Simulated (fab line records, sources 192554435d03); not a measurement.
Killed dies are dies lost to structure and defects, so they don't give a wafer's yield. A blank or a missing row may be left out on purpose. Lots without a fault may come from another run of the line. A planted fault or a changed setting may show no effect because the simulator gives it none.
Split-lot experiment | flow n5_finfet | 7 lots, 39 wafers read, on a route of 1938 steps

THE SPLIT
At N5_ZERO_LAYER_DEVELOP_10 (develop time 60 s), the setting develop_time_s was moved away from the recipe's 60 s on 18 of the 39 wafers read, by -55.6% to +45.3%. The other wafers ran this setting at the recipe's value.

FROM THE SPLIT TO THE READING: what the file shows between them, 1 step
- N5_ZERO_LAYER_HARDBAKE_23: time 120 s

THE READING
cd_nm, in nm, at N5_ZERO_LAYER_CD_MEAS_11 (target cd 2000 nm). Fault-free wafers of this fab line usually give 1999.4 nm, standard deviation 1.6 nm.

wafer  | tool, chamber at the split | develop_time_s as run, s | against the recipe | cd_nm, nm | against lot-mates on the recipe
L077.1 | litho_track-03, 0          | 60                       | recipe             | 1999.7    | -
L077.2 | litho_track-03, 0          | 31.71                    | -47.2%             | 1984.2    | -14.4
L077.3 | litho_track-03, 0          | 60                       | recipe             | 1998.2    | -
L077.4 | litho_track-03, 0          | 31.71                    | -47.2%             | 1983.3    | -15.3
L077.5 | litho_track-03, 0          | 31.71                    | -47.2%             | 1984.7    | -13.9
L077.6 | litho_track-03, 0          | 60                       | recipe             | 1997.8    | -
L079.1 | litho_track-01, 0          | 26.66                    | -55.6%             | 1981.1    | -18.3
L079.2 | litho_track-01, 0          | 60                       | recipe             | 1998.6    | -
L079.3 | litho_track-01, 0          | 26.66                    | -55.6%             | 1983.6    | -15.8
L079.4 | litho_track-01, 0          | 26.66                    | -55.6%             | 1984.0    | -15.4
L079.5 | litho_track-01, 0          | 60                       | recipe             | 2000.2    | -
L079.6 | litho_track-01, 0          | 60                       | recipe             | 1999.4    | -
L082.1 | litho_track-01, 0          | 49.35                    | -17.8%             | 1995.0    | -3.7
L082.2 | litho_track-01, 0          | 60                       | recipe             | 1998.6    | -
L082.3 | litho_track-01, 0          | 60                       | recipe             | 1997.7    | -
L082.4 | litho_track-01, 0          | 49.35                    | -17.8%             | 1993.7    | -5.0
L082.5 | litho_track-01, 0          | 49.35                    | -17.8%             | 1994.9    | -3.8
L082.6 | litho_track-01, 0          | 60                       | recipe             | 1999.7    | -
L084.1 | litho_track-05, 0          | 87.16                    | +45.3%             | 2004.6    | +7.9
L084.2 | litho_track-05, 0          | 60                       | recipe             | 1997.1    | -
L084.3 | litho_track-05, 0          | 60                       | recipe             | 1995.7    | -
L084.4 | litho_track-05, 0          | 87.16                    | +45.3%             | 2004.9    | +8.2
L084.5 | litho_track-05, 0          | 60                       | recipe             | 1997.3    | -
L084.6 | litho_track-05, 0          | 87.16                    | +45.3%             | 2005.5    | +8.8
L090.1 | litho_track-01, 0          | 60                       | recipe             | 1997.9    | -
L090.2 | litho_track-01, 0          | 36.36                    | -39.4%             | 1986.1    | -13.1
L090.3 | litho_track-01, 0          | 36.36                    | -39.4%             | 1986.9    | -12.3
L090.4 | litho_track-01, 0          | 60                       | recipe             | 1999.1    | -
L090.5 | litho_track-01, 0          | 60                       | recipe             | 2000.6    | -
L090.6 | litho_track-01, 0          | 36.36                    | -39.4%             | 1988.8    | -10.4
L095.1 | litho_track-03, 0          | 60                       | recipe             | 1998.8    | -
L095.2 | litho_track-03, 0          | 46.01                    | -23.3%             | 1994.6    | -4.9
L095.3 | litho_track-03, 0          | 60                       | recipe             | 1999.0    | -
L095.4 | litho_track-03, 0          | 46.01                    | -23.3%             | 1995.2    | -4.3
L095.5 | litho_track-03, 0          | 46.01                    | -23.3%             | 1995.9    | -3.6
L095.6 | litho_track-03, 0          | 60                       | recipe             | 2000.8    | -
L097.2 | litho_track-01, 0          | 60                       | recipe             | 2000.5    | -
L097.4 | litho_track-01, 0          | 60                       | recipe             | 1998.4    | -
L097.6 | litho_track-01, 0          | 60                       | recipe             | 1996.9    | -

THE FIT
A straight line over all 39 wafers: cd_nm changes by +0.24 nm for each +1% of develop_time_s; r = +0.95; the points scatter about the line by 2.1 nm.
The same after taking each lot's own level away (the mean of its wafers on the recipe; 39 wafers): +0.26 nm for each +1%; r = +0.97; scatter 1.7 nm.
On that fit, the largest move of develop_time_s shifts the reading by 14 nm.
The lots' own levels span 1996.70 to 1999.53 nm, that is 1.8 times the standard deviation above.
So the lot-to-lot level changes the slope little: the two slopes agree.
Check: with one of the wafers moved furthest among these (-55.6%) left out of the fit, the line predicts -14.6 nm for it against its lot-mates. It came out at -18.3 nm against them.

THE WHOLE CHAIN: every reading that the file lists as answering this split, in the file's order
step                     | what it does             | reading                                                           | change (the file's fit)               | r (the file's)
N5_ZERO_LAYER_CD_MEAS_11 | target cd 2000 nm        | cd_nm                                                             | +0.268 nm for each +1% of the setting | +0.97
N5_ZERO_LAYER_DESCUM_16  | chemistry O2, time 7.9 s | ZERO_LAYER.cd_nm (the simulator's own value, which no gauge read) | +0.267 nm for each +1% of the setting | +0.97

THE FILE'S OWN FIT
cd_nm changes by +0.268 nm for each +1% of develop_time_s, r = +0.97.
